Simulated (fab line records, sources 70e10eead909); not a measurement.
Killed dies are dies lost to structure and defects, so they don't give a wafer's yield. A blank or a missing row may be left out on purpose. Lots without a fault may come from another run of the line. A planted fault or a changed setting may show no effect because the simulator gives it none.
fab line records | flow nand_harc
record lots=6 wafers=18 last_day=33
route steps=1302 shown A_CHANNEL_FILL_D2@612 A_STAIRCASE@639 END@1301
lots that met no fault: from a run of the same line without faults
start_h: hours from the record's first day to the start of the lot's first wafer shown | wait_h: hours since the lot's step before | " the same as in the row above | L1.1+2: a row that stands for several wafers | - no value, or no start given | * or withheld: withheld | < > ~ a bound
route shown NAME@n: a module of which the file shows steps, and the number in the route of the first | usual: mean/standard deviation of fault-free wafers | same: alike in all rows | chamber/n: place in a boat | sites: the reading at each site | _std_site: their standard deviation | _edge_site: outer sites' mean less inner sites' | radius_mm: how far each site lies from the wafer's centre | mask NAME#n: copy n | behind: the tool/chamber that last shaped the wafer | hold: why the lot was held/for how many hours/how that ended | device: the transistor (n, p or np) that didn't switch | end of line: the same wafers' tests at the end of the route | a step without rows: its recipe alone | killed: dies lost to structure and defects at the first sort, not the wafer's yield | map: a wafer's dies, x killed, . not, _ none there
set.NAME: the setting as run; set.NAME@STEP: as run at that earlier step | model.NAME: the simulator's own value behind a step, which no gauge read
lots at some steps of the route; a table a step, a row a wafer
services: from which hour (start_h, from the record's first day; less than 0 if before it) a tool's chamber was out of use, for how many hours, and why
## steps
# step NHARC_A_CHANNEL_FILL_D2_ALD_02
# recipe target_thk_a=60 pulse_time_s=10 ald_cycles=60 temp_c=300 material=SiO2
# usual heater_power_w=459/35 precursor_pulse_height_rel=0.999/0.02
# columns lot.wafer tool chamber start_h wait_h heater_power_w precursor_pulse_height_rel
L462.4 ald_hk-02 3 316.85 - 522 0.990
L462.1 " 0 " " 508 0.982
L462.5 " 2 " " 407 0.988
L467.4 ald_hk-02 0 368.25 - 472 0.988
L467.1 " 1 " " 426 1.010
L467.6 " 1 " " 422 0.999
L473.2 ald_hk-02 3 421.71 - 484 0.984
L473.5 " 3 " " 489 1.016
L473.6 " 0 " " 472 0.988
L472.3 ald_hk-02 2 423.40 - 415 0.968
L472.1 " 3 " " 484 0.988
L472.2 " 0 " " 452 1.013
L483.1 ald_hk-01 1 519.05 - 433 1.017
L483.5 " 3 " " 452 1.013
L483.6 " 0 " " 464 1.008
L482.2 ald_hk-04 0 521.29 - 401 0.997
L482.3 " 1 " " 426 0.992
L482.1 " 3 " " 526 0.996
# step NHARC_A_CHANNEL_FILL_D2_ALD_03
# recipe target_thk_a=60 pulse_time_s=60 ald_cycles=58 temp_c=630 pressure_torr=2 material=SiNx
# step NHARC_A_CHANNEL_FILL_D2_ALD_14
# recipe target_thk_a=25 pulse_time_s=10 ald_cycles=25 temp_c=300 material=SiO2
# step NHARC_A_CHANNEL_FILL_D2_ALD_15
# recipe target_thk_a=20 pulse_time_s=60 ald_cycles=19 temp_c=630 pressure_torr=2 material=SiNx
# step NHARC_A_CHANNEL_FILL_D2_ALD_16
# recipe target_thk_a=15 pulse_time_s=10 ald_cycles=15 temp_c=300 material=SiO2
# usual heater_power_w=455/30 precursor_pulse_height_rel=0.998/0.018
# columns lot.wafer tool chamber start_h wait_h heater_power_w precursor_pulse_height_rel
L462.1 ald_hk-01 2 328.91 0.0 471 0.975
L462.4 " 1 " " 448 1.019
L462.5 " 2 " " 466 1.003
L467.4 ald_hk-01 1 380.42 0.1 444 0.975
L467.1 " 2 " " 470 0.984
L467.6 " 0 " " 485 0.977
L473.2 ald_hk-02 1 433.87 0.0 426 0.989
L473.6 " 1 " " 422 0.968
L473.5 " 2 " " 420 1.024
L472.1 ald_hk-02 3 434.03 0.2 494 0.961
L472.2 " 0 " " 461 1.009
L472.3 " 1 " " 411 0.971
L483.1 ald_hk-01 3 533.20 2.2 444 0.967
L483.6 " 3 " " 467 1.018
L483.5 " 0 " " 461 1.019
L482.3 ald_hk-01 2 533.36 2.3 473 1.003
L482.1 " 3 " " 454 0.950
L482.2 " 1 " " 431 1.014
# step NHARC_A_CHANNEL_FILL_D2_ANNEAL_17
# recipe temp_c=850 time_s=1800
# step NHARC_A_CHANNEL_FILL_D2_CVD_18
# recipe target_thk_a=30 temp_c=550 material=poly-Si
# step NHARC_A_CHANNEL_FILL_D2_ETCHBACK_19
# recipe target_depth_a=50 time_s=1.7 hbr_flow_sccm=150 cl2_flow_sccm=50 rf_w=400 icp_w=400 bias_w=100 chemistry=HBr/Cl2
# step NHARC_A_CHANNEL_FILL_D2_ETCHBACK_20
# recipe target_depth_a=270 time_s=13.5 c4f8_flow_sccm=withheld o2_flow_sccm=8 ar_flow_sccm=withheld rf_w=600 bias_w=1500 chemistry=C4F8/O2/Ar
# step NHARC_A_CHANNEL_FILL_D2_STRIP_28
# recipe time_s=20 o2_flow_sccm=500 ar_flow_sccm=0 bias_w=0 chemistry=O2
# step NHARC_A_CHANNEL_FILL_D2_PRECLEAN_21
# recipe time_s=30 chemistry=dHF
# step NHARC_A_CHANNEL_FILL_D2_SRD_23
# step NHARC_A_CHANNEL_FILL_D2_CVD_05
# recipe target_thk_a=50 temp_c=550 material=poly-Si
# usual spike_tc_bottom_C=571.3/1.6 spike_tc_centre_C=551.4/1.1 spike_tc_lower_C=551.2/1.3 spike_tc_top_C=570/3.5 spike_tc_upper_C=549.4/1.3 tube_center_temp_C=550/0.053 zone_power_bottom_pct=10.6/0.75 zone_power_lower_pct=6.73/0.077
# columns lot.wafer tool chamber start_h wait_h spike_tc_bottom_C spike_tc_centre_C spike_tc_lower_C spike_tc_top_C spike_tc_upper_C tube_center_temp_C zone_power_bottom_pct zone_power_lower_pct
L462.1 lpcvd_poly-01 0 343.47 2.3 569.7 552.3 552.1 573 549.6 550.08 10.2 6.62
L462.4 " 0 " " 571.4 550.0 549.9 572 549.1 550.09 10.4 6.78
L462.5 " 0 " " 570.5 553.2 551.9 573 551.1 550.06 10.6 6.70
L467.1 lpcvd_poly-02 0 394.95 2.3 574.3 553.0 553.0 570 550.0 549.96 10.2 6.73
L467.4 " 0 " " 573.5 549.6 550.9 569 548.5 549.99 10.2 6.88
L467.6 " 0 " " 574.2 550.6 550.2 570 548.0 550.02 10.0 6.67
L472.1 lpcvd_poly-01 0 448.55 2.3 601.9 584.4 585.5 602 583.6 582.27 11.6 7.29
L472.2 " 0 " " 601.7 584.7 585.0 603 583.1 582.31 11.5 7.41
L472.3 " 0 " " 602.3 583.9 584.7 605 583.9 582.24 11.6 7.38
L473.2 lpcvd_poly-01 0 448.55 2.3 601.7 584.4 585.7 603 581.6 582.33 11.6 7.24
L473.5 " 0 " " 601.7 584.1 583.5 603 581.5 582.32 11.7 7.25
L473.6 " 0 " " 602.6 584.5 583.0 602 582.7 582.35 11.6 7.33
L482.1 lpcvd_poly-02 0 547.69 2.3 572.9 551.3 552.6 570 549.2 549.99 10.1 6.68
L482.2 " 0 " " 571.1 553.3 551.3 570 550.2 549.91 10.3 6.87
L482.3 " 0 " " 571.7 551.1 554.3 569 549.9 550.04 10.0 6.75
L483.1 lpcvd_poly-02 0 547.69 2.2 572.8 551.5 551.3 571 550.2 549.94 10.1 6.75
L483.5 " 0 " " 572.4 551.2 550.6 571 548.3 550.06 10.0 6.72
L483.6 " 0 " " 572.8 551.1 552.8 570 548.8 550.04 10.0 6.76
# step NHARC_A_CHANNEL_FILL_D2_ANNEAL_22
# recipe temp_c=620 time_s=7200
# step NHARC_A_CHANNEL_FILL_D2_THK_MEAS_06
# recipe thk_meas_gauge=ellipsometry
# usual thk_nm=5.0/1
# columns lot.wafer tool chamber start_h wait_h thk_nm
L462.1 film_metro-01 - 352.77 0.4 5.3
L462.4 " - " " 3.6
L462.5 " - " " 5.6
L467.1 film_metro-02 - 403.80 0.4 4.0
L467.4 " - " " 5.2
L467.6 " - " " 4.7
L472.1 film_metro-02 - 458.25 0.4 11.4
L472.2 " - " " 13.1
L472.3 " - " " 11.7
L473.2 film_metro-01 - 458.25 0.4 12.2
L473.5 " - " " 12.1
L473.6 " - " " 11.8
L482.1 film_metro-02 - 556.53 0.4 4.1
L482.2 " - " " 3.1
L482.3 " - " " 6.7
L483.1 film_metro-02 - 556.53 0.4 4.9
L483.5 " - " " 5.9
L483.6 " - " " 5.6
# step NHARC_A_CHANNEL_FILL_D2_ALD_25
# recipe target_thk_a=600 pulse_time_s=10 ald_cycles=600 temp_c=300 material=SiOx
# step NHARC_A_CHANNEL_FILL_D2_ETCHBACK_08
# recipe target_depth_a=2200 time_s=110 c4f8_flow_sccm=20 ar_flow_sccm=withheld rf_w=600 bias_w=300 chemistry=C4F8
# usual oes_product_au=0.95/0.035 rf_vpp_V=442.0/2.9
# columns lot.wafer tool chamber start_h wait_h oes_product_au rf_hours_counter_h rf_vpp_V
L462.1 rie_diel-11 0 - - 0.99 16 444.0
L462.4 " 1 " " 1.01 17 436.7
L462.5 " 1 " " 1.00 - 435.6
L467.1 rie_diel-07 3 - - 0.92 2 438.5
L467.6 " 1 " " 0.93 - 445.7
L467.4 " 0 " " 0.93 - 437.0
L473.2 rie_diel-13 1 - - 0.93 4 444.4
L473.5 " 3 " " 0.91 - 443.2
L473.6 " 0 " " 0.93 - 441.3
L472.1 rie_diel-07 3 - - 0.98 4 439.5
L472.3 " 0 " " 0.97 4 437.8
L472.2 " 1 " " 0.98 4 444.9
L483.1 rie_diel-13 2 - - 0.91 1 443.7
L483.5 " 1 " " 0.93 - 444.1
L483.6 " 2 " " 0.92 - 443.8
L482.3 rie_diel-11 0 - - 0.91 21 442.5
L482.2 " 1 " " 0.92 20 445.8
L482.1 " 2 " " 0.92 20 443.2
# step NHARC_A_CHANNEL_FILL_D2_STRIP_29
# recipe time_s=20 o2_flow_sccm=500 ar_flow_sccm=0 bias_w=0 chemistry=O2
# step NHARC_A_CHANNEL_FILL_D2_PRECLEAN_30
# recipe time_s=30 chemistry=dHF
# step NHARC_A_CHANNEL_FILL_D2_SRD_31
# step NHARC_A_CHANNEL_FILL_D2_CVD_09
# recipe target_thk_a=1500 temp_c=620 pressure_mtorr=200 time_s=3000 material=poly-Si
# step NHARC_A_CHANNEL_FILL_D2_CMP_10
# recipe target_thk_nm=150
# step NHARC_A_CHANNEL_FILL_D2_SRD_12
# step NHARC_A_CHANNEL_FILL_D2_RTA_24
# recipe temp_c=1000 time_s=5
# usual lamp_power_pct=28.0/1.2 wafer_temp_C_max=1003.9/0.69
# columns lot.wafer tool chamber start_h wait_h lamp_power_pct wafer_temp_C_max
L462.1 rtp_anneal-02 0 364.55 0.0 26.7 1004.8
L462.4 " 0 " " 26.7 1003.7
L462.5 " 0 " " 26.8 1005.7
L467.1 rtp_anneal-02 0 415.92 0.0 26.7 1004.7
L467.4 " 0 " " 26.8 1004.2
L467.6 " 0 " " 26.8 1004.4
L472.1 rtp_anneal-01 0 470.03 0.0 29.2 1004.6
L472.2 " 0 " " 29.3 1003.3
L472.3 " 0 " " 29.3 1004.1
L473.2 rtp_anneal-02 0 470.06 0.1 26.8 1004.1
L473.5 " 0 " " 26.8 1003.9
L473.6 " 0 " " 26.8 1003.5
L482.1 rtp_anneal-01 0 568.71 0.0 29.2 1003.8
L482.2 " 0 " " 29.2 1003.3
L482.3 " 0 " " 29.2 1003.2
L483.1 rtp_anneal-02 0 568.75 0.0 26.8 1004.2
L483.5 " 0 " " 26.8 1004.7
L483.6 " 0 " " 26.8 1004.1
# step NHARC_A_CHANNEL_FILL_D2_INSPECT_13
# usual raw_defect_count=369/120
# columns lot.wafer tool chamber start_h wait_h raw_defect_count
L462.1 defect_inspect-01 - 364.74 0.2 204
L462.4 " - " " 205
L462.5 " - " " 205
L467.1 defect_inspect-02 - 416.12 0.2 352
L467.4 " - " " 220
L467.6 " - " " 368
L472.1 defect_inspect-02 - 470.22 0.2 324
L472.2 " - " " 598
L472.3 " - " " 534
L473.2 defect_inspect-01 - 470.24 0.1 330
L473.5 " - " " 306
L473.6 " - " " 278
L482.1 defect_inspect-02 - 568.91 0.2 627
L482.2 " - " " 430
L482.3 " - " " 810
L483.1 defect_inspect-01 - 568.94 0.2 326
L483.5 " - " " 453
L483.6 " - " " 321
# step NHARC_A_STAIRCASE_DEP_156
# recipe target_thk_a=500 temp_c=400 target_thk_nm=50 flow_sccm=200 rf_w=450 material=SiNx
# step NHARC_A_STAIRCASE_DEHYDRATE_158
# recipe temp_c=150 time_s=120
# step NHARC_A_STAIRCASE_HMDS_159
# recipe time_s=30
# step NHARC_A_STAIRCASE_COAT_160
# recipe spin_rpm=1200
# step NHARC_A_STAIRCASE_SOFTBAKE_161
# recipe temp_c=135 time_s=170
# step NHARC_A_STAIRCASE_EBR_162
# step NHARC_A_STAIRCASE_EXPOSE_163
# recipe na=0.5 dose_mj=20.01 mask_id=STAIR_OPEN
# step NHARC_A_STAIRCASE_PEB_164
# recipe peb_temp_c=115 peb_time_s=130
# step NHARC_A_STAIRCASE_DEVELOP_165
# recipe time_s=140
# step NHARC_A_STAIRCASE_HARDBAKE_167
# recipe temp_c=120 time_s=140
# step NHARC_A_STAIRCASE_DESCUM_168
# recipe time_s=3 o2_flow_sccm=200 ar_flow_sccm=0 bias_power_w=0 chemistry=O2
# step NHARC_A_STAIRCASE_ETCH_169
# recipe target_depth_a=500 time_s=107.1 ion_energy_ev=120 ch3f_flow_sccm=50 o2_flow_sccm=30 ar_flow_sccm=200 rf_w=500 bias_w=100 chemistry=CH3F/O2
# step NHARC_A_STAIRCASE_ETCH_170
# recipe target_depth_a=2000 time_s=66.667 ion_energy_ev=250 c4f6_flow_sccm=25 o2_flow_sccm=20 ar_flow_sccm=500 rf_w=600 bias_w=500 chemistry=C4F6/O2
# usual drypump_motor_current_A=5.5/0.58 oes_product_au=0.974/0.014 rf_vpp_V=547/3.5 showerhead_plenum_p_Torr=3.93/0.17 throttle_valve_pct=26.903/0.0093
# columns lot.wafer tool chamber start_h wait_h drypump_motor_current_A oes_product_au rf_hours_counter_h rf_vpp_V showerhead_plenum_p_Torr throttle_valve_pct
L462.4 rie_diel-09 3 - - 4.7 0.998 16 548 3.94 26.901
L462.1 " 0 " " 6.1 0.989 13 552 4.15 26.908
L462.5 " 3 " " 4.7 0.993 - 547 3.94 26.896
L467.4 rie_diel-09 0 - - 6.1 0.974 33 552 4.14 26.927
L467.1 " 1 " " 6.3 0.955 33 547 3.88 26.896
L467.6 " 2 " " 5.0 0.952 - 543 3.65 26.902
L472.1 rie_diel-02 2 - - 5.7 0.980 18 548 3.98 26.896
L472.3 " 3 " " 4.9 0.962 26 544 3.75 26.901
L472.2 " 0 " " 6.7 0.987 26 552 4.15 26.904
L473.2 rie_diel-02 1 - - 6.3 0.955 24 547 3.98 26.905
L473.6 " 0 " " 6.7 1.003 - 553 4.15 26.907
L473.5 " 1 " " 6.3 0.967 - 548 3.98 26.905
L483.1 rie_diel-08 0 - - 5.6 0.983 5 544 3.76 26.917
L483.5 " 3 " " 4.9 0.971 - 546 3.87 26.892
L483.6 " 2 " " 5.5 0.970 - 546 3.86 26.910
L482.2 rie_diel-09 0 - - 6.2 0.957 27 550 4.11 26.888
L482.1 " 2 " " 5.0 0.965 27 554 4.21 26.907
L482.3 " 3 " " 4.7 0.974 28 546 3.90 26.910
# step NHARC_A_STAIRCASE_STRIP_171
# recipe power_w=1500 temp_c=250 chemistry=O2
# step NHARC_END_WLT_00
# usual VT_DECK1_BOTTOM=0.872/0.0079 VT_DECK1_BOTTOM_INNER=0.871/0.0077 VT_DECK1_MEDIAN_NEAR_BOTTOM=0.873/0.0076 VT_DECK1_MEDIAN_NEAR_BOTTOM_INNER=0.873/0.0073 VT_DECK1_MIDDLE=0.885/0.0074 VT_DECK1_MIDDLE_INNER=0.884/0.0074 VT_DECK1_TOP=0.897/0.008 VT_DECK1_TOP_INNER=0.896/0.0076 VT_DECK2_BOTTOM=0.869/0.0069 VT_DECK2_BOTTOM_INNER=0.869/0.0069 VT_DECK2_MEDIAN_NEAR_BOTTOM=0.870/0.0077 VT_DECK2_MEDIAN_NEAR_BOTTOM_INNER=0.871/0.0071 VT_DECK2_MIDDLE=0.884/0.0071 VT_DECK2_MIDDLE_INNER=0.884/0.007 VT_DECK2_TOP=0.896/0.0072 VT_DECK2_TOP_INNER=0.896/0.0068
# columns lot.wafer tool chamber start_h wait_h VT_DECK1_BOTTOM VT_DECK1_BOTTOM_INNER VT_DECK1_MEDIAN_NEAR_BOTTOM VT_DECK1_MEDIAN_NEAR_BOTTOM_INNER VT_DECK1_MIDDLE VT_DECK1_MIDDLE_INNER VT_DECK1_TOP VT_DECK1_TOP_INNER VT_DECK2_BOTTOM VT_DECK2_BOTTOM_INNER VT_DECK2_MEDIAN_NEAR_BOTTOM VT_DECK2_MEDIAN_NEAR_BOTTOM_INNER VT_DECK2_MIDDLE VT_DECK2_MIDDLE_INNER VT_DECK2_TOP VT_DECK2_TOP_INNER
L462.1 prober-02 - 564.72 0.1 0.864 0.868 0.872 0.876 0.880 0.877 0.897 0.883 0.872 0.876 0.877 0.875 0.882 0.877 0.901 0.892
L462.4 " - 566.21 1.6 0.877 0.866 0.861 0.871 0.876 0.880 0.891 0.900 0.870 0.874 0.880 0.874 0.878 0.887 0.890 0.902
L462.5 " - " " 0.884 0.879 0.869 0.873 0.875 0.887 0.889 0.889 0.873 0.870 0.871 0.872 0.889 0.888 0.897 0.896
L467.1 prober-01 - 620.87 0.0 0.871 0.862 0.866 0.871 0.888 0.883 0.887 0.891 0.873 0.867 0.882 0.874 0.894 0.887 0.898 0.900
L467.4 " - 622.38 1.6 0.866 0.866 0.870 0.871 0.883 0.878 0.882 0.892 0.877 0.881 0.887 0.876 0.895 0.891 0.904 0.900
L467.6 " - 623.38 2.6 0.866 0.868 0.865 0.868 0.876 0.879 0.895 0.892 0.879 0.874 0.879 0.876 0.890 0.889 0.909 0.905
L472.1 prober-01 - 670.33 0.0 0.888 0.880 0.880 0.888 0.894 0.881 0.897 0.899 1.074 1.074 1.080 1.076 1.110 1.112 1.135 1.134
L472.2 " - " " 0.886 0.889 0.884 0.884 0.893 0.890 0.908 0.902 1.072 1.077 1.074 1.079 1.110 1.101 1.143 1.134
L472.3 " - " " 0.868 0.873 0.873 0.879 0.885 0.879 0.904 0.898 1.074 1.066 1.068 1.076 1.100 1.110 1.137 1.134
L473.2 prober-01 - 678.61 4.1 0.883 0.885 0.882 0.880 0.888 0.887 0.895 0.906 1.069 1.074 1.071 1.076 1.110 1.113 1.150 1.148
L473.5 " - 680.12 5.6 0.888 0.876 0.884 0.873 0.888 0.889 0.900 0.898 1.079 1.073 1.075 1.077 1.110 1.124 1.148 1.141
L473.6 " - " " 0.875 0.874 0.870 0.880 0.886 0.887 0.902 0.895 1.071 1.084 1.072 1.091 1.112 1.117 1.150 1.146
L483.1 prober-01 - 774.60 0.0 0.875 0.878 0.881 0.872 0.891 0.886 0.900 0.900 0.862 0.856 0.860 0.858 0.861 0.871 0.882 0.885
L483.5 " - 776.60 2.0 0.872 0.870 0.871 0.868 0.886 0.889 0.901 0.898 0.862 0.858 0.854 0.854 0.880 0.866 0.894 0.885
L483.6 " - " " 0.867 0.870 0.869 0.871 0.889 0.890 0.891 0.894 0.863 0.863 0.866 0.862 0.874 0.871 0.882 0.889
L482.1 prober-02 - 776.99 2.4 0.864 0.859 0.856 0.862 0.876 0.880 0.892 0.890 0.878 0.870 0.868 0.873 0.878 0.883 0.887 0.898
L482.2 " - " " 0.867 0.865 0.871 0.859 0.887 0.873 0.893 0.888 0.869 0.872 0.871 0.860 0.877 0.885 0.897 0.903
L482.3 " - " " 0.873 0.864 0.870 0.869 0.868 0.882 0.889 0.891 0.866 0.874 0.874 0.877 0.875 0.881 0.899 0.897
# step NHARC_END_SORT_01
# recipe temp_c=25
# usual killed_at_array=55/23 killed_at_other=1.0/1.2 killed_at_periphery=3.2/2.7 killed_dies=59/23 killed_open=3.1/1.6 killed_short=2.2/1.5
# same gross_dies=677
# columns lot.wafer tool chamber start_h wait_h killed_at_array killed_at_other killed_at_periphery killed_dies killed_open killed_short
L462.1 prober-02 0 567.71 2.5 20 1 2 23 3 3
L462.4 prober-02 0 570.10 3.4 23 0 2 25 4 3
L462.5 prober-02 0 570.89 3.7 28 0 9 37 8 4
L467.1 prober-01 0 623.88 2.5 30 0 6 36 3 2
L467.4 prober-01 0 626.30 3.4 35 1 8 44 5 0
L467.6 prober-01 0 627.91 4.0 28 1 5 34 6 2
L472.1 prober-01 0 673.34 2.5 67 1 3 71 7 4
L472.2 prober-01 0 674.13 2.8 67 3 2 72 2 0
L472.3 prober-01 0 674.93 3.1 61 2 1 64 4 2
L473.2 prober-01 0 681.94 2.8 42 2 1 45 2 2
L473.5 prober-01 0 684.35 3.7 51 0 3 54 4 5
L473.6 prober-01 0 685.16 4.0 51 0 2 53 3 1
L483.1 prober-01 0 777.60 2.5 36 0 1 37 4 2
L483.5 prober-01 0 780.76 3.7 33 0 3 36 2 4
L483.6 prober-01 0 781.54 3.9 39 0 2 41 6 1
L482.1 prober-02 0 779.98 2.5 57 3 3 63 5 1
L482.2 prober-02 0 780.78 2.8 51 3 8 62 3 2
L482.3 prober-02 0 781.58 3.1 53 1 3 57 6 2
# killed by level:class
L462.1 A_CHANNEL_HOLE_D2:chamber_film_flake=6 A_CHANNEL_HOLE_D1:chamber_film_flake=4 A_ONON_D1:geometric_particle:open=2 A_WL_FILL:geometric_particle:short=2 A_CONTACT:chamber_film_flake=2 P_CONTACT:geometric_particle:short=1 A_DECK1_JOINT:geometric_particle:open=1 P_GATE:chamber_film_flake=1
L462.4 A_CHANNEL_HOLE_D2:chamber_film_flake=7 A_CONTACT:chamber_film_flake=6 A_CHANNEL_FILL_D1:geometric_particle:short=1 A_CHANNEL_FILL_D2:geometric_particle:short=1 A_CHANNEL_FILL_D2:geometric_particle:open=1 A_SGD_CUT:geometric_particle:short=1 A_WL_FILL:geometric_particle:open=1 A_CONTACT:geometric_particle:open=1
L462.5 A_CHANNEL_HOLE_D2:chamber_film_flake=9 A_CONTACT:chamber_film_flake=6 P_M1:chamber_film_flake=4 A_CHANNEL_HOLE_D1:chamber_film_flake=3 A_WL_FILL:geometric_particle:short=2 A_M0:geometric_particle:open=2 P_CONTACT:chamber_film_flake=2 P_STI:geometric_particle:open=1
L467.1 A_CHANNEL_HOLE_D2:chamber_film_flake=12 A_CONTACT:chamber_film_flake=5 P_STI:chamber_film_flake=4 A_WL_FILL:chamber_film_flake=3 A_ONON_D1:geometric_particle:short=1 A_CHANNEL_FILL_D1:geometric_particle:short=1 A_CHANNEL_FILL_D1:geometric_particle:open=1 A_CHANNEL_HOLE_D2:geometric_particle:open=1
L467.4 A_CHANNEL_HOLE_D2:chamber_film_flake=15 P_STI:chamber_film_flake=4 A_CHANNEL_HOLE_D1:chamber_film_flake=4 A_CHANNEL_FILL_D1:chamber_film_flake=4 A_WL_FILL:chamber_film_flake=3 A_CONTACT:chamber_film_flake=3 A_SLIT:chamber_film_flake=2 P_GATE:geometric_particle:open=1
L467.6 A_CHANNEL_HOLE_D2:chamber_film_flake=7 A_CHANNEL_HOLE_D1:chamber_film_flake=3 A_CHANNEL_FILL_D1:chamber_film_flake=3 A_WL_FILL:chamber_film_flake=3 A_CONTACT:chamber_film_flake=3 P_STI:chamber_film_flake=2 A_STAIRCASE:chamber_film_flake=2 P_M0:geometric_particle:open=1
L472.1 A_CHANNEL_HOLE_D1:chamber_film_flake=27 A_CHANNEL_HOLE_D2:chamber_film_flake=16 A_CONTACT:chamber_film_flake=7 A_CHANNEL_FILL_D2:chamber_film_flake=3 A_ONON_D1:geometric_particle:open=2 A_BLC:geometric_particle:open=2 A_STAIRCASE:chamber_film_flake=2 P_M1:geometric_particle:short=1
L472.2 A_CHANNEL_HOLE_D1:chamber_film_flake=32 A_CHANNEL_HOLE_D2:chamber_film_flake=21 A_CONTACT:chamber_film_flake=6 A_STAIRCASE:chamber_film_flake=3 THIN_TSV:chamber_film_flake=3 A_CHANNEL_FILL_D2:chamber_film_flake=2 P_M2:geometric_particle:open=1 A_DECK1_JOINT:geometric_particle:open=1
L472.3 A_CHANNEL_HOLE_D1:chamber_film_flake=25 A_CHANNEL_HOLE_D2:chamber_film_flake=20 A_STAIRCASE:chamber_film_flake=5 A_CHANNEL_FILL_D2:chamber_film_flake=3 THIN_TSV:chamber_film_flake=2 A_ONON_D1:geometric_particle:open=1 A_CHANNEL_FILL_D1:geometric_particle:open=1 A_ONON_D2:geometric_particle:short=1
L473.2 A_SLIT:chamber_film_flake=33 A_CHANNEL_HOLE_D1:chamber_film_flake=3 A_STAIRCASE:chamber_film_flake=2 HYBRID_BOND:chamber_film_flake=2 P_CONTACT:geometric_particle:open=1 A_ONON_D2:geometric_particle:short=1 A_BLC:geometric_particle:open=1 A_M0:geometric_particle:short=1
L473.5 A_SLIT:chamber_film_flake=23 A_CHANNEL_HOLE_D1:chamber_film_flake=8 A_CONTACT:chamber_film_flake=6 A_STAIRCASE:chamber_film_flake=6 P_GATE:geometric_particle:short=1 P_CONTACT:geometric_particle:short=1 A_ONON_D1:geometric_particle:short=1 A_CHANNEL_FILL_D2:geometric_particle:short=1
L473.6 A_SLIT:chamber_film_flake=37 A_CONTACT:chamber_film_flake=5 A_STAIRCASE:chamber_film_flake=4 A_CHANNEL_HOLE_D1:chamber_film_flake=2 P_STI:geometric_particle:short=1 P_M0:geometric_particle:open=1 A_SGD_CUT:geometric_particle:open=1 A_WL_FILL:geometric_particle:open=1
L483.1 A_CHANNEL_HOLE_D1:chamber_film_flake=16 A_SLIT:chamber_film_flake=10 A_CONTACT:chamber_film_flake=3 P_M2:geometric_particle:open=1 A_ONON_D1:geometric_particle:open=1 A_CHANNEL_FILL_D1:geometric_particle:short=1 A_ONON_D2:geometric_particle:short=1 A_CHANNEL_FILL_D2:geometric_particle:open=1
L482.1 A_SLIT:chamber_film_flake=29 A_CHANNEL_HOLE_D2:chamber_film_flake=14 A_CONTACT:chamber_film_flake=5 THIN_TSV:chamber_film_flake=3 P_GATE:geometric_particle:open=2 A_ZERO_WELL:chamber_film_flake=2 A_CHANNEL_FILL_D1:geometric_particle:open=1 A_ONON_D2:geometric_particle:open=1
L483.5 A_CHANNEL_HOLE_D1:chamber_film_flake=16 A_SLIT:chamber_film_flake=10 A_SGD_CUT:chamber_film_flake=2 P_STI:geometric_particle:short=1 P_GATE:geometric_particle:open=1 A_CHANNEL_FILL_D1:geometric_particle:short=1 A_ONON_D2:geometric_particle:short=1 A_ONON_D2:geometric_particle:open=1
L482.2 A_CHANNEL_HOLE_D2:chamber_film_flake=20 A_SLIT:chamber_film_flake=19 A_CONTACT:chamber_film_flake=4 A_ZERO_WELL:chamber_film_flake=3 THIN_TSV:chamber_film_flake=3 P_ZERO_WELL:chamber_film_flake=2 P_M1:chamber_film_flake=2 P_CONTACT:geometric_particle:short=1
L483.6 A_CHANNEL_HOLE_D1:chamber_film_flake=21 A_SLIT:chamber_film_flake=6 A_CONTACT:chamber_film_flake=4 A_WL_FILL:geometric_particle:open=2 P_M2:geometric_particle:open=1 A_SOURCE_PLATE:geometric_particle:open=1 A_CHANNEL_HOLE_D1:geometric_particle:open=1 A_SGD_CUT:geometric_particle:open=1
L482.3 A_CHANNEL_HOLE_D2:chamber_film_flake=24 A_SLIT:chamber_film_flake=18 A_CHANNEL_FILL_D1:geometric_particle:open=3 A_STAIRCASE:chamber_film_flake=2 A_CONTACT:chamber_film_flake=2 P_CONTACT:geometric_particle:open=1 A_CHANNEL_FILL_D2:geometric_particle:short=1 A_SGD_CUT:geometric_particle:short=1
## services
# columns tool chamber start_h hours kind
rie_diel-07 - 294.20 9.0 pm
ald_hk-01 - 296.00 10.0 pm
rie_diel-11 3 300.67 3.9 repair
rie_diel-07 3 304.47 6.8 repair
rie_diel-09 - 320.17 9.0 pm
rie_diel-07 2 339.42 6.1 repair
rie_diel-13 - 342.00 9.0 pm
rie_diel-11 0 361.92 7.8 repair
rie_diel-07 2 367.17 27.8 repair
ald_hk-02 - 370.14 2.0 repair
rtp_anneal-01 - 372.00 12.0 pm
rie_diel-11 1 377.25 2.0 repair
rie_diel-13 1 381.71 9.6 repair
rie_diel-02 - 393.86 9.0 pm
rie_diel-07 2 404.11 10.4 repair
rie_diel-11 - 432.53 9.0 pm
rie_diel-02 - 442.16 0.3 repair
rie_diel-09 3 451.33 8.9 repair
ald_hk-01 - 474.00 10.0 pm
rie_diel-09 - 497.17 9.0 pm
ald_hk-02 - 528.09 10.0 pm
rie_diel-09 1 539.60 45.0 repair
ald_hk-02 - 543.87 0.9 repair
lpcvd_poly-01 - 567.93 26.0 pm
## key
first_sign step=NHARC_A_CHANNEL_FILL_D2_CVD_05 reading=tube_center_temp_C direction=up sigmas=99+ usual=* struck=*
effect step=NHARC_A_CHANNEL_FILL_D2_CVD_05 reading=spike_tc_centre_C direction=up sigmas=31 usual=551.4 struck=584.4
effect step=NHARC_A_CHANNEL_FILL_D2_THK_MEAS_06 reading=thk_nm direction=up sigmas=7 usual=5.0 struck=12.0
effect step=NHARC_END_WLT_00 reading=VT_DECK2_TOP_INNER direction=up sigmas=36 usual=0.896 struck=1.139
met_at NHARC_A_CHANNEL_FILL_D2_CVD_05
struck_wafers L472.1,L472.2,L472.3,L473.2,L473.5,L473.6
tester_left_out L472,L473
onset_between 343.47 448.55
fault kind=process_parameter_drift tool=lpcvd_poly-01 chamber=- onset_h=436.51 steps=NHARC_A_CHANNEL_FILL_D2_CVD_05 channel=temp_c offset=* shape=step end_h=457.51 acts_in=* stated=*
# tester_left_out: of these lots the tester's yield and bins aren't shown, on N5 and GAA mostly nor the transistor test; their killed dies are dies lost to structure and defects alone, not to doping, threshold or leakage, so they don't give the yield
